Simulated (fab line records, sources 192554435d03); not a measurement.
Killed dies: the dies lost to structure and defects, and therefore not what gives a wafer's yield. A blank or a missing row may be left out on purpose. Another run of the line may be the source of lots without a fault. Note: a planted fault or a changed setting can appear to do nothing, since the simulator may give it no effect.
Matching of chambers -- flow n5 finfet -- N5_SD_EPI_N_ETCH_34 on rie diel-06: 4 sister chambers
The step etches SiARC in CF4, target depth 45.5 nm, time 75.8 s. 4 wafers are shown with their chamber, then 11 later ones without.

WAFERS WITH THEIR CHAMBER
wafer,chamber,showerhead plenum p Torr (Torr)
L087.4,3,2.25
L087.6,2,2.04
L088.5,0,2.23
L092.1,1,2.13

WAFERS MISSING THEIR CHAMBER
wafer,showerhead plenum p Torr (Torr)
L092.2,2.04
L092.4,2.04
L093.1,2.24
L093.3,2.13
L093.4,2.22
L094.1,2.04
L094.3,2.24
L094.6,2.22
L097.1,2.13
L097.4,2.22
L097.6,2.13

THE CHAMBER EACH PASSED THROUGH
wafer,from the rows above,in truth
L092.2,2,2
L092.4,2,2
L093.1,can't be placed: 3 or 0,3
L093.3,1,1
L093.4,0,0
L094.1,2,2
L094.3,can't be placed: 3 or 0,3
L094.6,0,0
L097.1,1,1
L097.4,0,0
L097.6,1,1
Placed correctly: 9 of 11. Unplaceable from these rows: 2, with the true chamber sitting among the candidates in 2. Placed wrongly: 0.
How it was worked out, from the rows above alone: a wafer's distance from a chamber is the root of the sum, over the readings, of the square of ((its reading less the chamber's mean) divided by the reading's scatter). If the next closest chamber is less than 2 further off than the closest, the wafer can't be placed; otherwise it belongs to the closest. The mean given for a chamber averages the wafers shown for that chamber. The scatter (one wafer shown for each chamber): square how far every hidden wafer sits from the nearest shown wafer, average those squares and take the square root.
